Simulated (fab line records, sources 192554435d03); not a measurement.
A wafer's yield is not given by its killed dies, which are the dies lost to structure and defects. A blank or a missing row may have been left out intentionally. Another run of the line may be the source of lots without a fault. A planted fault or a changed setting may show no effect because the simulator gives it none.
Matching of chambers    flow n5-finfet    ald-metal-03 running N5_BEOL_M5_ALD_86: 4 sister chambers
The step deposits TaN, pulse time 2 s, purge time 3 s, co reactant purge time 2 s. 4 wafers are shown with their chamber, then 9 later ones without.

## WAFERS WITH THEIR CHAMBER
wafer   chamber  heater-power-outer-w (W)
L085.1  2        250
L091.1  3        205
L091.4  0        243
L091.6  1        196

## WAFERS WITHOUT THEIR CHAMBER
wafer   heater-power-outer-w (W)
L092.1  242
L092.4  201
L092.5  202
L095.2  236
L095.3  199
L095.4  251
L096.1  245
L096.4  205
L096.5  205

## WHICH CHAMBER EACH ONE RAN IN
wafer   from the rows above      in truth
L092.1  0                        0
L092.4  can't be placed: 3 or 1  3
L092.5  can't be placed: 3 or 1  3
L095.2  0                        0
L095.3  can't be placed: 1 or 3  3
L095.4  2                        2
L096.1  can't be placed: 0 or 2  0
L096.4  3                        3
L096.5  3                        3
Correct placement for 5 of the 9. Unplaceable from these rows: 4, with the true chamber sitting among the candidates in 4. Number placed wrongly: 0.
How it was worked out, from the rows above alone: a wafer's distance from a chamber is the root of the sum, over the readings, of the square of ((its reading less the chamber's mean) divided by the reading's scatter). If the next closest chamber is less than 2 further off than the closest, the wafer can't be placed; otherwise it belongs to the closest. The mean given for a chamber averages the wafers shown for that chamber. The scatter: root of mean squared gap, hidden wafer to nearest shown wafer, with one shown wafer a chamber.
